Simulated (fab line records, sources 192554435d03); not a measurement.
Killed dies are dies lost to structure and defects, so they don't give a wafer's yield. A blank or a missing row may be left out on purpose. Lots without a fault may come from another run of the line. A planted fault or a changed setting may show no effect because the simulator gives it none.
Which tool did it? | flow n5_finfet | 11 lots, 33 wafers sampled, at 5 steps of a route of 1938

WHAT THE GAUGES READ, wafer by wafer
N5_STI_FIN_REVEAL_THK_MEAS_05. Usual: thk_nm 131.8 nm, standard deviation 0.9.
lot  | measured    | on            | thk_nm (nm)       | flag
L564 | day 2 10:23 | film_metro-01 | 131.4 130.9 131.3 |
L565 | day 2 18:25 | film_metro-02 | 132.9 134.3 133.1 |
L571 | day 4 02:59 | film_metro-02 | 131.0 131.7 130.3 |
L573 | day 4 14:43 | film_metro-02 | 132.7 132.1 132.2 |
L574 | day 4 21:17 | film_metro-02 | 131.8 132.6 131.9 |
L576 | day 5 10:36 | film_metro-02 | 131.7 131.1 132.5 |
L583 | day 7 02:45 | film_metro-02 | 133.1 132.8 133.0 |
L584 | day 7 11:06 | film_metro-01 | 131.5 130.7 131.1 |
L585 | day 7 16:07 | film_metro-01 | 130.5 131.1 131.5 |
L586 | day 7 21:41 | film_metro-01 | 131.7 131.0 130.9 |
L587 | day 8 05:09 | film_metro-01 | 132.6 132.0 132.1 |

N5_DUMMY_GATE_CD_MEAS_15: target cd 25.8 nm. Usual: cd_nm 25.00 nm, standard deviation 0.23.
lot  | measured    | on        | cd_nm (nm)        | flag
L564 | day 3 00:30 | cd_sem-03 | 25.14 24.88 25.00 |
L565 | day 3 08:22 | cd_sem-01 | 25.25 25.22 24.92 |
L571 | day 4 16:44 | cd_sem-01 | 24.85 24.92 24.84 |
L573 | day 5 10:03 | cd_sem-02 | 24.97 24.58 25.10 |
L574 | day 5 09:19 | cd_sem-02 | 25.46 25.04 25.13 |
L576 | day 5 22:49 | cd_sem-01 | 25.53 25.51 25.13 |
L583 | day 7 18:49 | cd_sem-02 | 25.06 24.96 24.75 |
L584 | day 8 02:53 | cd_sem-03 | 24.84 25.07 25.08 |
L585 | day 8 04:40 | cd_sem-03 | 24.84 25.37 25.04 |
L586 | day 8 19:02 | cd_sem-03 | 25.23 25.78 25.34 |
L587 | day 8 22:49 | cd_sem-01 | 25.04 24.96 24.82 |

N5_DUMMY_GATE_OVL_MEAS_16. Usual: GATE_OVL 0.2 nm, standard deviation 0.65.
lot  | measured    | on         | GATE_OVL (nm)  | flag
L564 | day 3 00:32 | overlay-02 | 0.2 0.5 1.0    |
L565 | day 3 08:25 | overlay-01 | 0.0 0.7 0.2    |
L571 | day 4 16:47 | overlay-01 | 1.8 0.8 1.0    |
L573 | day 5 10:05 | overlay-02 | 0.3 -0.6 0.7   |
L574 | day 5 09:22 | overlay-01 | 1.2 -0.1 0.6   |
L576 | day 5 22:52 | overlay-01 | 0.5 -0.5 0.0   |
L583 | day 7 18:52 | overlay-01 | 0.9 0.2 0.2    |
L584 | day 8 02:55 | overlay-01 | -0.4 -1.0 -1.0 |
L585 | day 8 04:43 | overlay-02 | 0.9 1.1 0.4    |
L586 | day 8 19:08 | overlay-01 | -0.4 -0.5 -0.2 |
L587 | day 8 22:52 | overlay-01 | 0.7 -0.7 0.8   |

N5_BEOL_M4_RC_MEAS_101. Usual: DIBL_N 36.4 mV/V, standard deviation 1.3; DIBL_P 36.5 mV/V, standard deviation 1.7; IOFF_N 0.154 nA/um, standard deviation 0.022; IOFF_P 0.202 nA/um, standard deviation 0.025; ION_N 671 uA/um, standard deviation 9.8; ION_P 460 uA/um, standard deviation 6.8; SS_N 71.6 mV/dec, standard deviation 0.54; SS_P 73.4 mV/dec, standard deviation 0.58; VT_N 250.9 mV, standard deviation 2.8; VT_P -251.4 mV, standard deviation 2.7.
lot  | measured     | on        | DIBL_N (mV/V)  | DIBL_P (mV/V)  | IOFF_N (nA/um)    | IOFF_P (nA/um)    | ION_N (uA/um) | ION_P (uA/um) | SS_N (mV/dec)  | SS_P (mV/dec)  | VT_N (mV)         | VT_P (mV)            | flag
L564 | day 7 23:53  | prober-01 | 39.0 39.4 40.5 | 37.2 37.7 39.9 | 0.176 0.183 0.224 | 0.213 0.222 0.259 | 686 683 697   | 469 461 477   | 73.3 72.5 72.8 | 74.2 74.1 74.2 | 247.0 247.6 244.5 | -251.2 -249.5 -250.8 |
L565 | day 8 04:26  | prober-02 | 37.2 34.8 37.4 | 35.9 33.7 36.4 | 0.159 0.124 0.168 | 0.181 0.161 0.194 | 682 668 674   | 449 458 452   | 73.0 71.3 72.1 | 73.1 73.1 72.9 | 252.0 255.4 250.2 | -252.2 -252.7 -252.2 |
L571 | day 10 04:04 | prober-02 | 34.7 35.6 34.9 | 34.7 35.9 33.9 | 0.143 0.165 0.144 | 0.182 0.202 0.171 | 666 678 665   | 459 465 448   | 71.5 71.1 71.5 | 73.3 73.2 73.7 | 252.5 249.2 253.0 | -252.7 -253.2 -252.8 |
L573 | day 10 08:23 | prober-01 | 36.6 34.4 35.7 | 37.4 34.8 36.3 | 0.160 0.126 0.145 | 0.202 0.170 0.192 | 674 655 671   | 459 453 467   | 71.5 71.5 71.7 | 73.1 73.1 73.1 | 249.2 253.9 250.2 | -249.9 -253.2 -250.3 |
L574 | day 10 04:52 | prober-01 | 36.8 35.9 35.2 | 36.3 35.2 33.9 | 0.158 0.145 0.131 | 0.227 0.204 0.184 | 679 673 670   | 472 462 461   | 71.4 71.0 71.1 | 73.0 72.7 71.6 | 249.1 250.0 249.8 | -249.7 -251.9 -251.0 |
L576 | day 10 14:14 | prober-01 | 35.9 35.8 35.6 | 38.8 39.1 38.8 | 0.157 0.153 0.147 | 0.192 0.191 0.182 | 673 665 672   | 458 458 452   | 71.7 71.6 71.8 | 73.6 73.8 73.1 | 249.1 251.6 252.3 | -254.4 -251.8 -254.5 |
L583 | day 12 18:36 | prober-01 | 35.8 38.0 36.2 | 35.5 37.1 35.9 | 0.135 0.161 0.139 | 0.225 0.260 0.243 | 662 656 655   | 466 461 458   | 70.9 72.7 71.7 | 73.0 73.9 73.3 | 253.4 249.9 252.5 | -250.0 -247.8 -245.9 |
L584 | day 13 07:52 | prober-01 | 37.1 37.6 37.2 | 35.6 37.3 37.7 | 0.163 0.188 0.193 | 0.198 0.241 0.248 | 661 676 687   | 449 463 469   | 71.9 71.9 71.4 | 73.7 74.4 73.6 | 250.8 244.2 246.1 | -252.9 -245.9 -245.7 |
L585 | day 12 23:37 | prober-02 | 38.7 37.7 38.3 | 40.7 40.3 41.4 | 0.203 0.184 0.213 | 0.250 0.238 0.267 | 671 675 679   | 462 457 461   | 73.0 72.1 72.4 | 74.1 74.4 73.9 | 248.8 249.9 248.1 | -248.9 -249.7 -247.8 |
L586 | day 13 22:59 | prober-01 | 34.7 35.0 35.2 | 34.7 35.3 36.0 | 0.130 0.134 0.145 | 0.191 0.199 0.215 | 662 679 672   | 459 466 464   | 71.6 70.6 71.2 | 72.5 72.7 72.4 | 253.3 251.0 250.8 | -251.2 -248.1 -249.1 |
L587 | day 13 17:35 | prober-01 | 36.1 37.4 37.3 | 37.4 38.9 38.9 | 0.157 0.189 0.187 | 0.192 0.220 0.211 | 677 685 669   | 453 465 455   | 71.5 71.6 71.8 | 73.3 74.2 73.7 | 247.4 245.6 248.7 | -252.0 -250.3 -251.6 |

WHICH TOOL RAN EACH LOT (tool, then ch and the chambers of the sampled wafers, then the start)
lot  | N5_DUMMY_GATE_COAT_09
L564 | litho_track-03 ch 0, day 3 00:07
L565 | litho_track-03 ch 0, day 3 08:07
L571 | litho_track-03 ch 0, day 4 16:29
L573 | litho_track-03 ch 0, day 5 09:40
L574 | litho_track-03 ch 0, day 5 09:04
L576 | litho_track-01 ch 0, day 5 22:26
L583 | litho_track-01 ch 0, day 7 18:25
L584 | litho_track-03 ch 0, day 8 02:37
L585 | litho_track-03 ch 0, day 8 04:16
L586 | litho_track-04 ch 0, day 8 18:40
L587 | litho_track-01 ch 0, day 8 22:34
- N5_DUMMY_GATE_COAT_09: resist thk 30 nm.

WHAT THE TOOLS THEMSELVES READ (means of the sampled wafers that have a number; where no wafer has one, the mark that the record gives instead)
N5_DUMMY_GATE_COAT_09. Usual: spin_speed_rpm 1500.2 rpm, standard deviation 1.1.
lot  | tool           | spin_speed_rpm (rpm) | flag
L564 | litho_track-03 | 1500.6               |
L565 | litho_track-03 | 1500.5               |
L571 | litho_track-03 | 1336.8               | OFF
L573 | litho_track-03 | 1336.1               | OFF
L574 | litho_track-03 | 1337.6               | OFF
L576 | litho_track-01 | 1498.4               |
L583 | litho_track-01 | 1499.9               |
L584 | litho_track-03 | 1501.1               |
L585 | litho_track-03 | 1500.4               |
L586 | litho_track-04 | 1499.2               |
L587 | litho_track-01 | 1500.7               |

THE ANSWER, worked out from the rows above alone
Rule: a lot is off if the mean of its wafers that have a number lies more than 3 standard deviations from the usual mean. A lot without any number at a reading at which 4 lots or more have one is off too. The other lots that the step has rows for count as sound. The gauges are gone through in route order, then the tools' own readings, and for those a lot's mean is taken as printed above. The first step at which some lot is off is used, and at that step the reading that is off furthest; a lot without a number counts as furthest.
Off: L571, L573, L574, at N5_DUMMY_GATE_COAT_09 (spin_speed_rpm).
A tool fits if, at that step or a process step before it, it ran every lot that is off, and no sound lot after the first of them. None of those tried fits.

WHAT THE SIMULATOR HAD PUT IN
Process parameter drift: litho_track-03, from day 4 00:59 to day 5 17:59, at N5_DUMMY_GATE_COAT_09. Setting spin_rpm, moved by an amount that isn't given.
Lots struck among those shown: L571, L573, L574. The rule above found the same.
